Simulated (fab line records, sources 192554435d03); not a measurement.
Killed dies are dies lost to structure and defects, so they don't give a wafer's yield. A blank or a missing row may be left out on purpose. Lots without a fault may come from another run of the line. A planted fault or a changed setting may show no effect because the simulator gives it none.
A struck lot beside a sound one | flow n5_finfet | 19 steps out of a route of 1938
Sound: wafers L536.1, L536.3, L536.5. Struck: wafers L535.2, L535.3. The cause comes at the end.
At each step with rows: each side's tool, then ch and its chambers, then its first start. Under that, the readings that differ: sound wafers | struck wafers | difference of the means | sigmas: that difference in standard deviations of wafers without a fault.
alike: readings whose means differ by less than 2 such deviations, and words and numbers that are the same on both sides. not compared: withheld readings, readings that some wafer has no value for, bounds like >300 that may hide the same value, and numbers for which the record gives no deviation and whose values overlap.
The two part at a step that has a row with sigmas, a row that says differs or no value, or rows on one side only. Numbers that don't overlap but have no deviation are shown without sigmas and don't part them. A reading that every wafer of one side lacks parts them only if that side has two wafers or more.

first, 8 steps without rows for these wafers: N5_BEOL_M11_DESCUM_16 (chemistry O2, time 7.9 s); N5_BEOL_M11_ETCH_61 (etches SiARC in CF4, target depth 39 nm, time 65 s); N5_BEOL_M11_ETCH_62 (etches SOC in N2/H2, target depth 110 nm, overetch 22 nm, time 165 s); N5_BEOL_M11_STRIP_68 (strips in N2/H2); N5_BEOL_M11_STRIP_67 (strips in CF4); N5_BEOL_M11_HM_OPEN_17 (chemistry Cl2/BCl3, target TiN, target depth 20 nm, overetch 6 nm); N5_BEOL_M11_STRIP_19 (strips in O2); N5_BEOL_M11_COAT_63 (time 60 s, resist thk 100 nm).
N5_BEOL_M11_COAT_64: time 60 s, resist thk 30 nm.
  sound on litho_track-02 ch 0, day 16 12:44; struck on litho_track-03 ch 0, day 15 12:42
  reading                                     | sound                | struck        | difference | sigmas
  spin_speed_rpm (rpm)                        | 1500.1 1500.4 1499.8 | 1322.7 1323.7 | -176.9     | -99 or more
  model.SiARC_of_BEOL_M11_COAT_64.thk_nm (nm) | 30 30 30             | 32 32         | +2         |
  alike: exhaust_pa
then, 7 steps without rows for these wafers: N5_BEOL_M11_COAT_22 (resist thk 90 nm); N5_BEOL_M11_EBR_24; N5_BEOL_M11_SOFTBAKE_23 (time 60 s); N5_BEOL_M11_EXPOSE_25 (exposes mask V10); N5_BEOL_M11_PEB_26 (peb time 60 s); N5_BEOL_M11_DEVELOP_27 (develop time 30 s); N5_BEOL_M11_DESCUM_33 (chemistry O2, time 7.9 s).
N5_BEOL_M11_ETCH_65: etches SiARC in CF4, target depth 39 nm, time 65 s.
  sound on rie_diel-02 ch 0,2,3, day 16 13:14; struck on rie_diel-05 ch 1,2, day 15 13:09
  reading                                       | sound            | struck      | difference | sigmas
  etch_rf_on_time_s (s)                         | 66.0 63.2 64.8   | 68.5 68.4   | +3.8       | +4
  model.etch.depth_nm (nm)                      | 29.93 29.9 29.96 | 32.06 32.06 | +2.13      |
  model.CAR-ArF_of_BEOL_M11_COAT_22.thk_nm (nm) | 55.8 55.4 55.2   | 54 54       | -1         |
  alike: bias_w, drypump_motor_current_A, oes_product_au, rf_vpp_V, showerhead_plenum_p_Torr, throttle_valve_pct
  not compared: rf_hours_counter_h
N5_BEOL_M11_ETCH_66: etches SOC in N2/H2, target depth 120 nm, overetch 24 nm, time 180 s.
  sound on rie_diel-02 ch 0,2,3, day 16 13:17; struck on rie_diel-05 ch 1,2, day 15 13:12
  reading                                     | sound          | struck    | difference | sigmas
  model.SiARC_of_BEOL_M11_COAT_64.thk_nm (nm) | 22.8 22.4 22.8 | 24.8 24.8 | +2.1       |
  alike: bias_w, drypump_motor_current_A, oes_product_au, rf_vpp_V, showerhead_plenum_p_Torr, throttle_valve_pct
  not compared: rf_hours_counter_h
then, 1 step without rows for these wafers: N5_BEOL_M11_STRIP_69 (strips in N2/H2).

WHERE THEY PART
First at N5_BEOL_M11_COAT_64; last, within this record, at N5_BEOL_M11_ETCH_65. Later steps at which nothing parts them and some readings are alike: N5_BEOL_M11_ETCH_66.

WHY: what the simulator had put in
Process parameter drift: litho_track-03, from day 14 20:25 on, at N5_BEOL_M11_COAT_64. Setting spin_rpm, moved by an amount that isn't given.
